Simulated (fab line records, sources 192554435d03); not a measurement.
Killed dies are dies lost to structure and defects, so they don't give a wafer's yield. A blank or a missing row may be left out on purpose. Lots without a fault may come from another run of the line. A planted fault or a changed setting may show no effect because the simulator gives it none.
A struck lot beside a sound one | flow n5_finfet | 16 steps out of a route of 1938
Sound: wafers L196.1, L196.5, L196.6. Struck: wafers L210.3, L210.5. (L210.6 of the same lot was not struck and is left out.) The cause comes at the end.
At each step with rows: each side's tool, then ch and its chambers, then its first start. Under that, the readings that differ: sound wafers | struck wafers | difference of the means | sigmas: that difference in standard deviations of wafers without a fault.
alike: readings whose means differ by less than 2 such deviations, and words and numbers that are the same on both sides. not compared: withheld readings, readings that some wafer has no value for, bounds like >300 that may hide the same value, and numbers for which the record gives no deviation and whose values overlap.
The two part at a step that has a row with sigmas, a row that says differs or no value, or rows on one side only. Numbers that don't overlap but have no deviation are shown without sigmas and don't part them. A reading that every wafer of one side lacks parts them only if that side has two wafers or more.

first, 9 steps without rows for these wafers: N5_BEOL_M8_COAT_63 (time 60 s, resist thk 60 nm); N5_BEOL_M8_COAT_64 (time 60 s, resist thk 12 nm); N5_BEOL_M8_COAT_71 (time 60 s, resist thk 5 nm); N5_BEOL_M8_COAT_22 (resist thk 30 nm); N5_BEOL_M8_EBR_24; N5_BEOL_M8_SOFTBAKE_23 (time 60 s); N5_BEOL_M8_EXPOSE_25 (exposes mask V7, target cd 40 nm); N5_BEOL_M8_PEB_26 (peb time 60 s); N5_BEOL_M8_DEVELOP_27 (develop time 30 s).
N5_BEOL_M8_CD_MEAS_28: target cd 40 nm.
  sound on cd_sem-02 ch 0, day 11 09:56; struck on cd_sem-03 ch 0, day 14 22:03
  alike: cd_nm
N5_BEOL_M8_OVL_MEAS_29:
  sound on overlay-01 ch 0, day 11 09:58; struck on overlay-02 ch 0, day 14 22:05
  alike: V7_OVL
N5_BEOL_M8_INSPECT_30: inspects for defects (brightfield).
  sound on defect_inspect-01, day 11 10:01; struck on defect_inspect-01, day 14 22:08
  alike: raw_defect_count
N5_BEOL_M8_DESCUM_33: chemistry O2, time 7 s.
  sound on rie_diel-06 ch 1,2,3, day 11 10:03; struck on rie_diel-06 ch 0,2, day 14 22:24
  reading                                      | sound        | struck    | difference | sigmas
  model.CAR-EUV_of_BEOL_M8_COAT_22.thk_nm (nm) | 25.8 26 25.8 | 26.6 26.6 | +0.7       |
  alike: drypump_motor_current_A, oes_product_au, rf_vpp_V, showerhead_plenum_p_Torr, throttle_valve_pct
  not compared: rf_hours_counter_h
N5_BEOL_M8_ETCH_72: etches underlayer in N2/H2, target depth 6.5 nm, time 5.2 s.
  sound on rie_diel-06 ch 1,2,3, day 11 10:05; struck on rie_diel-06 ch 0,2, day 14 22:26
  alike: drypump_motor_current_A, etch_rf_on_time_s, n2_flow_sccm, oes_product_au, rf_vpp_V, showerhead_plenum_p_Torr, throttle_valve_pct
  not compared: rf_hours_counter_h
N5_BEOL_M8_ETCH_65: etches SiARC in CF4, target depth 15.6 nm, time 26 s.
  sound on rie_diel-06 ch 1,2,3, day 11 10:06; struck on rie_diel-06 ch 0,2, day 14 22:27
  reading                                      | sound    | struck    | difference | sigmas
  model.CAR-EUV_of_BEOL_M8_COAT_22.thk_nm (nm) | 11 11 11 | 11.6 11.6 | +0.6       |
  alike: drypump_motor_current_A, etch_rf_on_time_s, oes_product_au, rf_vpp_V, showerhead_plenum_p_Torr, throttle_valve_pct
  not compared: rf_hours_counter_h
N5_BEOL_M8_ETCH_66: etches SOC in N2/H2, target depth 80 nm, overetch 16 nm, time 120 s.
  sound on rie_diel-06 ch 1,2,3, day 11 10:08; struck on rie_diel-06 ch 0,2, day 14 22:29
  alike: drypump_motor_current_A, n2_flow_sccm, oes_product_au, rf_vpp_V, showerhead_plenum_p_Torr, throttle_valve_pct
  not compared: rf_hours_counter_h

WHERE THEY PART
Nowhere in this record.

WHY: what the simulator had put in
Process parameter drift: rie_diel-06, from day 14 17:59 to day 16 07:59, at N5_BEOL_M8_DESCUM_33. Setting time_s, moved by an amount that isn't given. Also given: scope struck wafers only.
